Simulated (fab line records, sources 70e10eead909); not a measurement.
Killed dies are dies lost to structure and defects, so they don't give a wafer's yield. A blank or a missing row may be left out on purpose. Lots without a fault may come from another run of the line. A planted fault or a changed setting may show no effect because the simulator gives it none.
A struck lot beside a sound one | flow nand_harc | 16 steps out of a route of 1302
Sound: wafers L933.1, L933.4, L933.5. Struck: wafer L945.4. (L945.5, L945.6 of the same lot were not struck and are left out.) The cause comes at the end.
At each step with rows: each side's tool, then ch and its chambers, then its first start. Under that, the readings that differ: sound wafers | struck wafers | difference of the means | sigmas: that difference in standard deviations of wafers without a fault.
alike: readings whose means differ by less than 2 such deviations, and words and numbers that are the same on both sides. not compared: withheld readings, readings that some wafer has no value for, bounds like >300 that may hide the same value, and numbers for which the record gives no deviation and whose values overlap.
The two part at a step that has a row with sigmas, a row that says differs or no value, or rows on one side only. Numbers that don't overlap but have no deviation are shown without sigmas and don't part them. A reading that every wafer of one side lacks parts them only if that side has two wafers or more.

NHARC_A_DECK1_JOINT_INSPECT_05:
  sound on defect_inspect-01, day 13 03:39; struck on defect_inspect-02, day 18 20:47
  alike: raw_defect_count
then, 1 step without rows for these wafers: NHARC_A_ONON_D2_DEP_00 (target thk 1000 nm).
NHARC_A_ONON_D2_THK_MEAS_02: measures by ellipsometry.
  sound on film_metro-02, day 13 04:14; struck on film_metro-01, day 18 21:21
  reading     | sound       | struck | difference | sigmas
  thk_nm (nm) | 986 986 985 | 1018   | +32        | +3
then, 1 step without rows for these wafers: NHARC_A_ONON_D2_DEP_03 (target thk 1000 nm).
NHARC_A_ONON_D2_THK_MEAS_05: measures by ellipsometry.
  sound on film_metro-01, day 13 04:47; struck on film_metro-02, day 18 21:55
  reading     | sound          | struck | difference | sigmas
  thk_nm (nm) | 1000 1000 1002 | 1027   | +26        | +3
then, 1 step without rows for these wafers: NHARC_A_ONON_D2_DEP_06 (target thk 1000 nm).
NHARC_A_ONON_D2_THK_MEAS_08: measures by ellipsometry.
  sound on film_metro-01, day 13 05:22; struck on film_metro-01, day 18 22:29
  alike: thk_nm
then, 1 step without rows for these wafers: NHARC_A_ONON_D2_DEP_09 (target thk 1000 nm).
NHARC_A_ONON_D2_THK_MEAS_11: measures by ellipsometry.
  sound on film_metro-02, day 13 05:56; struck on film_metro-01, day 18 23:03
  alike: thk_nm
then, 1 step without rows for these wafers: NHARC_A_ONON_D2_DEP_12 (target thk 1000 nm).
NHARC_A_ONON_D2_THK_MEAS_14: measures by ellipsometry.
  sound on film_metro-01, day 13 06:30; struck on film_metro-01, day 18 23:37
  alike: thk_nm
then, 1 step without rows for these wafers: NHARC_A_ONON_D2_ANNEAL_15 (time 3600 s).
NHARC_A_ONON_D2_DEP_16: target thk 1000 nm.
  sound on pecvd_onon-04 ch 0, day 13 13:21; struck on pecvd_onon-02 ch 0, day 19 07:02
  alike: n2o_flow_sccm, nh3_flow_sccm
NHARC_A_ONON_D2_THK_MEAS_18: measures by ellipsometry.
  sound on film_metro-02, day 13 13:52; struck on film_metro-02, day 19 07:22
  reading     | sound          | struck | difference | sigmas
  thk_nm (nm) | 1004 1005 1006 | 468    | -537       | -49
then, 1 step without rows for these wafers: NHARC_A_ONON_D2_DEP_19 (target thk 1000 nm).
-- the record jumps here: 12 days lie between the struck wafers' starts before and after (it left off in module A_ONON_D2 and takes up again in module END, whose first step shown is number 1302 of the route) --
NHARC_END_SORT_01:
  the record has rows for the struck wafers here (prober-01 ch 0, day 31 05:53) and none for the sound ones

WHERE THEY PART
First at NHARC_A_ONON_D2_THK_MEAS_02; last, within this record, at NHARC_END_SORT_01.

WHY: what the simulator had put in
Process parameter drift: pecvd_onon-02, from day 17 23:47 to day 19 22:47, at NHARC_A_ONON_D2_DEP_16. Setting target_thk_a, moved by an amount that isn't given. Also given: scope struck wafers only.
